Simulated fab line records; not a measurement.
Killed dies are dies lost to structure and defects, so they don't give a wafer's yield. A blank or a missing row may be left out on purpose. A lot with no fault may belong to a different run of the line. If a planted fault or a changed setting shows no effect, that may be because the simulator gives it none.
fab line records    flow nand-harc
[record] lots = 14  wafers = 42  last-day = 34
route steps=1302 shown P_M1@317 P_M2@331
lots with no fault: from the same line, run without faults
start-h: start of the lot's first displayed wafer, in hours after the record's first day    wait-h: time in hours since the lot's previous step    " identical to the entry in the row above    L1.1+2: one row covering several wafers at once    - either no value or no given start    * or withheld: withheld    < > ~ a bound
route shown NAME@n: names a module that has steps shown in the file, with the first one's number in the route    usual: mean/standard deviation taken from wafers without a fault    same: alike in all rows    chamber/n: place in a boat    sites: readings site by site    _std_site: the values' standard deviation    _edge_site: mean of outer sites minus mean of inner sites    radius-mm: how far each site lies from the wafer's centre    mask NAME#n: copy n    behind: the most recent tool/chamber to have shaped the wafer    hold: what put the lot on hold/how long, in hours/how the hold closed    device: whichever transistor did not switch (one of n, p or np)    end of line: the tests these same wafers got at the end of their route    a step given without rows: its recipe and nothing more    killed: count of dies lost to structure and defects at first sort (not the wafer's yield)    map: per-die view of a wafer (x killed, . not killed, _ where there is no die)
set.NAME: the setting as run; set.NAME@STEP: as run at that earlier step    model.NAME: the simulator's own value behind a step, which no gauge read
route steps across a sampled set of lots; one table per step, one row per wafer
services: the hour from which a tool's chamber was out of use, counted from the record's first day as start-h (under 0 if before that day), plus the number of hours and why
[[steps]]
[step NHARC_P_M1_DEP_33]
[recipe] target-thk-a = 300  temp-c = 370  target-thk-nm = 30  pressure-torr = 3  flow-sccm = 200  rf-w = 450  material = SiCN
[usual] heater-power-w = 597/89
lot.wafer  tool      chamber  start-h  wait-h  heater-power-w
L307.2     pecvd-02  2        137.15   0.1     567
L307.1     "         1        "        "       561
L307.4     "         1        "        "       561
L308.3     pecvd-01  1        143.47   0.1     763
L308.6     "         0        "        "       516
L308.5     "         1        "        "       749
L309.6     pecvd-04  0        153.12   0.2     624
L309.4     "         1        "        "       526
L309.5     "         2        "        "       622
L310.3     pecvd-02  0        158.84   0.1     523
L310.1     "         1        "        "       584
L310.2     "         2        "        "       590
L311.1     pecvd-04  1        169.15   0.1     498
L311.2     "         2        "        "       536
L311.4     "         1        "        "       509
L312.2     pecvd-01  2        193.80   0.1     512
L312.5     "         2        "        "       506
L312.6     "         1        "        "       724
L315.1     pecvd-04  2        215.24   0.1     537
L315.5     "         2        "        "       533
L315.4     "         1        "        "       559
L317.2     pecvd-01  2        227.64   0.1     539
L317.6     "         0        "        "       563
L317.5     "         1        "        "       819
L316.2     pecvd-04  0        228.85   0.1     646
L316.3     "         1        "        "       570
L316.4     "         0        "        "       659
L323.1     pecvd-04  2        295.56   0.1     659
L323.2     "         0        "        "       736
L323.6     "         2        "        "       685
L324.1     pecvd-01  1        296.14   0.1     779
L324.3     "         2        "        "       481
L324.2     "         0        "        "       496
L328.1     pecvd-04  2        347.14   0.1     686
L328.3     "         0        "        "       741
L328.6     "         2        "        "       672
L329.2     pecvd-01  1        348.91   0.1     771
L329.4     "         0        "        "       563
L329.5     "         2        "        "       494
L330.1     pecvd-02  0        356.45   0.1     603
L330.3     "         2        "        "       557
L330.4     "         0        "        "       599
[step NHARC_P_M2_DESCUM_14]
[recipe] time-s = 3  o2-flow-sccm = 200  ar-flow-sccm = 0  bias-power-w = 0  chemistry = O2
[usual] drypump-motor-current-A = 5.5/0.46  oes-product-au = 1.003/0.0083  rf-vpp-V = 57.8/0.9  showerhead-plenum-p-Torr = 1.90/0.081  throttle-valve-pct = 11.312/0.0084
lot.wafer  tool         chamber  start-h  wait-h  drypump-motor-current-A  oes-product-au  rf-hours-counter-h  rf-vpp-V  showerhead-plenum-p-Torr  throttle-valve-pct
L307.2     rie-diel-09  2        138.82   0.1     5.3                      0.985           6.7                 59.1      2.00                      11.316
L307.1     "            0        "        "       5.7                      1.010           7.0                 56.7      1.90                      11.318
L307.4     "            1        "        "       6.3                      1.007           7.0                 58.3      2.04                      11.316
L308.3     rie-diel-04  0        144.73   0.1     5.4                      1.015           3.4                 57.3      1.90                      11.314
L308.5     "            0        "        "       5.4                      1.017           -                   57.2      1.90                      11.320
L308.6     "            1        "        "       5.3                      0.996           -                   57.9      1.86                      11.306
L309.4     rie-diel-09  2        154.42   0.1     5.3                      1.000           0.1                 57.8      2.00                      11.310
L309.5     "            2        "        "       5.3                      0.997           -                   58.9      2.01                      11.311
L309.6     "            3        "        "       4.9                      1.015           -                   57.5      1.88                      11.308
L310.3     rie-diel-09  1        160.26   0.1     6.3                      0.990           0.4                 58.2      2.04                      11.317
L310.1     "            2        "        "       5.3                      0.992           0.2                 58.2      2.00                      11.304
L310.2     "            3        "        "       4.9                      1.016           0.2                 57.5      1.88                      11.308
L311.2     rie-diel-09  3        170.46   0.1     4.9                      1.006           0.5                 59.3      1.88                      11.315
L311.4     "            0        "        "       5.7                      1.002           0.6                 58.8      1.90                      11.312
L311.1     "            1        "        "       6.3                      0.987           0.6                 60.9      2.04                      11.327
L312.2     rie-diel-09  1        195.39   0.1     6.3                      0.980           1.9                 58.4      2.04                      11.333
L312.5     "            2        "        "       5.3                      0.992           -                   57.4      2.00                      11.308
L312.6     "            3        "        "       4.9                      0.996           -                   58.8      1.88                      11.314
L315.4     rie-diel-09  0        216.68   0.1     5.7                      1.000           3.0                 57.7      1.90                      11.307
L315.1     "            3        "        "       4.9                      0.998           2.8                 57.6      1.88                      11.315
L315.5     "            1        "        "       6.3                      0.991           -                   57.9      2.04                      11.307
L317.2     rie-diel-04  2        228.88   0.1     6.6                      0.983           2.6                 56.4      1.79                      11.301
L317.6     "            0        "        "       5.4                      1.002           -                   58.6      1.89                      11.324
L317.5     "            1        "        "       5.3                      0.993           -                   58.7      1.86                      11.310
L316.3     rie-diel-09  1        230.43   0.1     6.3                      0.995           3.4                 58.2      2.04                      11.302
L316.4     "            2        "        "       5.3                      1.001           3.2                 58.8      2.00                      11.319
L316.2     "            3        "        "       4.9                      1.004           3.0                 57.8      1.88                      11.326
L323.2     rie-diel-13  1        296.97   0.1     5.1                      1.000           5.2                 57.9      1.83                      11.302
L323.1     "            3        "        "       5.9                      1.003           6.0                 56.7      1.83                      11.321
L323.6     "            2        "        "       5.7                      1.018           -                   58.2      1.83                      11.317
L324.3     rie-diel-13  2        297.46   0.1     5.7                      1.009           5.7                 58.2      1.83                      11.324
L324.2     "            0        "        "       5.4                      1.001           6.0                 56.4      1.81                      11.325
L324.1     "            1        "        "       5.1                      0.997           5.3                 57.5      1.83                      11.313
L328.1     rie-diel-04  0        348.57   0.1     5.4                      1.012           9.9                 58.4      1.89                      11.319
L328.3     "            1        "        "       5.3                      0.994           9.4                 57.4      1.86                      11.297
L328.6     "            1        "        "       5.3                      0.990           -                   57.5      1.86                      11.317
L329.2     rie-diel-09  3        350.19   0.1     4.9                      1.011           0.6                 56.9      1.88                      11.321
L329.4     "            0        "        "       5.7                      0.995           0.9                 57.2      1.90                      11.318
L329.5     "            2        "        "       5.3                      0.991           -                   57.7      2.00                      11.305
L330.3     rie-diel-13  0        357.89   0.1     5.4                      1.010           0.2                 56.3      1.81                      11.320
L330.4     "            1        "        "       5.1                      1.009           0.2                 57.3      1.83                      11.319
L330.1     "            2        "        "       5.7                      1.030           0.3                 59.1      1.83                      11.303
[step NHARC_P_M2_STRIP_18]
[recipe] power-w = 1000  n2-flow-sccm = 150  h2-flow-sccm = 150  ar-flow-sccm = 0  bias-w = 0  chemistry = N2/H2
[usual] bias-w = 0/0  chamber-pressure-mTorr = 30.002/0.03  drypump-motor-current-A = 5.6/0.52  oes-product-au = 1.002/0.0086  rf-vpp-V = 90.6/1  showerhead-plenum-p-Torr = 2.03/0.091  throttle-valve-pct = 14.172/0.0082
lot.wafer  tool         chamber  start-h  wait-h  bias-w  chamber-pressure-mTorr  drypump-motor-current-A  oes-product-au  rf-hours-counter-h  rf-vpp-V  showerhead-plenum-p-Torr  throttle-valve-pct
L307.1     rie-diel-04  2        139.22   0.1     0       29.998                  6.6                      0.992           3.8                 89.6      1.90                      14.160
L307.4     "            3        "        "       0       29.993                  5.1                      1.012           3.2                 91.2      2.12                      14.166
L307.2     "            1        "        "       0       29.996                  5.3                      0.995           3.8                 90.5      1.99                      14.168
L308.3     rie-diel-04  1        145.11   0.1     0       30.050                  5.3                      0.991           3.9                 90.5      1.99                      14.193
L308.5     "            1        "        "       0       30.050                  5.3                      0.997           -                   90.0      1.98                      14.178
L308.6     "            2        "        "       0       29.976                  6.5                      0.995           -                   90.4      1.90                      14.170
L309.4     rie-diel-13  3        154.85   0.1     0       30.017                  5.8                      1.002           8.9                 91.1      1.95                      14.166
L309.5     "            1        "        "       0       30.016                  5.1                      0.979           -                   90.0      1.95                      14.172
L309.6     "            2        "        "       0       29.952                  5.7                      1.012           -                   89.1      1.95                      14.178
L310.1     rie-diel-04  3        160.70   0.1     0       29.989                  5.1                      1.012           4.1                 89.5      2.12                      14.173
L310.2     "            1        "        "       0       29.974                  5.3                      0.995           5.1                 88.9      1.99                      14.171
L310.3     "            2        "        "       0       29.975                  6.6                      0.986           4.9                 90.8      1.90                      14.176
L311.2     rie-diel-09  2        170.87   0.1     0       29.984                  5.3                      0.998           0.6                 90.6      2.14                      14.171
L311.1     "            3        "        "       0       30.012                  4.9                      0.992           0.6                 88.9      2.01                      14.171
L311.4     "            0        "        "       0       30.016                  5.7                      1.003           0.7                 91.7      2.02                      14.165
L312.2     rie-diel-04  1        195.82   0.1     0       30.049                  5.3                      1.003           1.2                 90.5      1.98                      14.182
L312.5     "            2        "        "       0       30.001                  6.6                      1.008           -                   90.4      1.90                      14.174
L312.6     "            3        "        "       0       29.998                  5.1                      1.010           -                   91.6      2.12                      14.175
L315.1     rie-diel-04  3        217.06   0.1     0       30.059                  5.1                      1.010           2.4                 90.8      2.11                      14.162
L315.4     "            2        "        "       0       30.002                  6.6                      1.003           2.3                 90.4      1.90                      14.174
L315.5     "            0        "        "       0       30.052                  5.4                      1.004           -                   91.0      2.02                      14.163
L317.2     rie-diel-09  1        229.32   0.1     0       30.020                  6.3                      0.997           3.3                 92.0      2.17                      14.165
L317.5     "            2        "        "       0       30.024                  5.3                      1.006           -                   91.3      2.14                      14.175
L317.6     "            3        "        "       0       29.975                  4.9                      1.012           -                   90.7      2.01                      14.164
L316.3     rie-diel-04  0        230.80   0.1     0       29.993                  5.5                      1.008           2.5                 89.8      2.02                      14.179
L316.4     "            2        "        "       0       29.968                  6.5                      0.995           2.7                 89.7      1.90                      14.180
L316.2     "            3        "        "       0       29.987                  5.1                      1.004           2.7                 90.7      2.11                      14.177
L323.1     rie-diel-09  2        297.38   0.1     -       -                       -                        -               -                   -         -                         -
L323.2     "            0        "        "       -       -                       -                        -               -                   -         -                         -
L323.6     "            1        "        "       -       -                       -                        -               -                   -         -                         -
L324.1     rie-diel-09  1        297.86   0.1     -       -                       -                        -               -                   -         -                         -
L324.2     "            2        "        "       -       -                       -                        -               -                   -         -                         -
L324.3     "            3        "        "       -       -                       -                        -               -                   -         -                         -
L328.3     rie-diel-09  2        348.98   0.1     0       30.062                  5.3                      0.994           1.1                 90.5      2.14                      14.170
L328.1     "            0        "        "       0       29.993                  5.7                      0.998           0.9                 91.5      2.02                      14.181
L328.6     "            1        "        "       0       29.974                  6.3                      0.999           -                   91.0      2.17                      14.174
L329.2     rie-diel-09  0        350.58   0.1     0       30.015                  5.7                      1.010           1.0                 89.8      2.02                      14.157
L329.4     "            2        "        "       0       30.033                  5.3                      1.002           1.2                 92.3      2.14                      14.182
L329.5     "            0        "        "       0       30.058                  5.7                      0.999           -                   91.7      2.02                      14.172
L330.1     rie-diel-13  0        358.27   0.1     0       29.944                  5.4                      0.997           0.3                 89.3      1.92                      14.166
L330.3     "            1        "        "       0       30.061                  5.1                      1.009           0.3                 90.4      1.95                      14.167
L330.4     "            3        "        "       0       30.004                  5.9                      0.999           0.3                 88.0      1.95                      14.174
[step NHARC_P_M2_CMP_23]
[recipe] t-overpolish-s = 20  target-thk-nm = 144.3
[usual] motor-current-A = 12.2/1.1  slurry-filter-dp-kPa = 13.50/0.14  time-to-endpoint-s = 28.2/2.3
[same] t-overpolish-s = 20
lot.wafer  tool    chamber  start-h  wait-h  motor-current-A  slurry-filter-dp-kPa  time-to-endpoint-s
L307.1     cmp-03  3        140.93   -       11.5             13.58                 25.1
L307.4     "       1        "        "       12.9             13.47                 28.9
L307.2     "       2        "        "       12.7             13.52                 29.2
L308.3     cmp-03  0        146.92   -       11.6             13.54                 26.4
L308.5     "       1        "        "       13.2             13.48                 30.5
L308.6     "       2        "        "       13.1             13.71                 25.9
L309.4     cmp-01  2        156.61   -       10.4             13.46                 27.1
L309.5     "       3        "        "       12.0             13.43                 25.5
L309.6     "       0        "        "       11.5             13.40                 28.7
L310.3     cmp-03  0        162.44   -       11.4             13.52                 28.7
L310.1     "       1        "        "       13.3             13.57                 31.6
L310.2     "       2        "        "       12.8             13.40                 29.4
L311.4     cmp-04  3        172.62   -       11.2             13.40                 29.0
L311.2     "       0        "        "       12.4             13.58                 29.6
L311.1     "       1        "        "       14.1             13.57                 24.3
L312.2     cmp-01  1        197.45   -       10.1             13.53                 27.3
L312.6     "       1        "        "       10.0             13.34                 27.3
L312.5     "       2        "        "       11.3             13.76                 28.3
L315.4     cmp-03  1        218.82   -       13.3             13.74                 25.9
L315.1     "       2        "        "       14.4             13.51                 23.0
L315.5     "       0        "        "       11.4             13.67                 25.7
L317.2     cmp-03  2        231.02   -       13.5             13.55                 28.1
L317.6     "       0        "        "       11.8             13.30                 27.8
L317.5     "       1        "        "       12.9             13.56                 27.1
L316.4     cmp-03  3        232.52   -       11.9             13.53                 30.2
L316.3     "       0        "        "       10.9             13.45                 31.0
L316.2     "       1        "        "       14.1             13.26                 29.5
L323.2     cmp-01  1        299.13   -       10.8             13.55                 26.7
L323.1     "       2        "        "       11.0             13.53                 30.5
L323.6     "       0        "        "       12.2             13.55                 28.1
L324.2     cmp-03  3        299.57   -       10.7             13.87                 29.0
L324.3     "       0        "        "       11.0             13.47                 27.3
L324.1     "       1        "        "       13.3             13.52                 29.6
L328.1     cmp-03  3        350.69   -       11.4             13.40                 29.2
L328.3     "       1        "        "       13.7             13.40                 34.0
L328.6     "       3        "        "       11.6             13.43                 29.8
L329.4     cmp-03  2        352.27   -       12.9             13.39                 29.7
L329.2     "       1        "        "       13.6             13.73                 31.7
L329.5     "       3        "        "       11.1             13.43                 29.6
L330.3     cmp-04  1        360.02   -       13.2             13.46                 26.5
L330.1     "       2        "        "       14.5             13.51                 26.4
L330.4     "       0        "        "       12.2             13.53                 30.1
[[services]]
tool         chamber  start-h  hours  kind
rie-diel-04  3        117.40   21.8   repair
pecvd-01     -        130.00   13.0   pm
pecvd-02     0        133.58   9.3    repair
rie-diel-09  -        143.10   9.0    pm
cmp-03       -        163.29   4.0    pm
rie-diel-13  -        165.00   9.0    pm
rie-diel-04  -        177.90   9.0    pm
rie-diel-04  0        205.85   4.1    repair
rie-diel-09  -        219.84   3.3    repair
rie-diel-09  3        232.31   15.8   repair
rie-diel-04  1        232.36   3.3    repair
rie-diel-09  0        240.68   4.2    repair
rie-diel-13  1        246.52   9.3    repair
cmp-03       -        261.29   4.0    pm
pecvd-04     -        269.38   13.0   pm
rie-diel-09  3        301.95   3.1    repair
rie-diel-04  -        309.83   0.2    repair
pecvd-01     -        311.00   13.0   pm
rie-diel-09  -        316.00   0.7    repair
rie-diel-09  -        320.10   9.0    pm
rie-diel-09  3        329.33   16.3   repair
rie-diel-13  -        342.00   9.0    pm
rie-diel-04  -        354.90   9.0    pm
cmp-03       -        359.29   4.0    pm
[[key]]
[first-sign] step = NHARC_P_M2_STRIP_18  reading = tool-record  direction = missing
effect none on later readings
met-at NHARC_P_M2_STRIP_18
struck-lots L323,L324
later-rows-left-out L323.1,L323.2,L323.6,L324.1,L324.2,L324.3
sort-left-out L323.1,L323.2,L323.6,L324.1,L324.2,L324.3
not-acting-at NHARC_P_M1_DEP_33,NHARC_P_M2_DESCUM_14,NHARC_P_M2_CMP_23
onset-between 229.32 297.38
[fault] kind = skipped-step-whole  tool = rie-diel-09  chamber = -  onset-h = 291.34  steps = NHARC_P_M2_STRIP_18  scope = struck-lots-only
// sort-left-out: the simulated sort isn't trusted on such a fault, so these wafers' sort isn't shown, and their yield isn't known
// later-rows-left-out: the simulator's readings of these wafers behind a module that went badly wrong aren't trusted and aren't shown, but for the sort
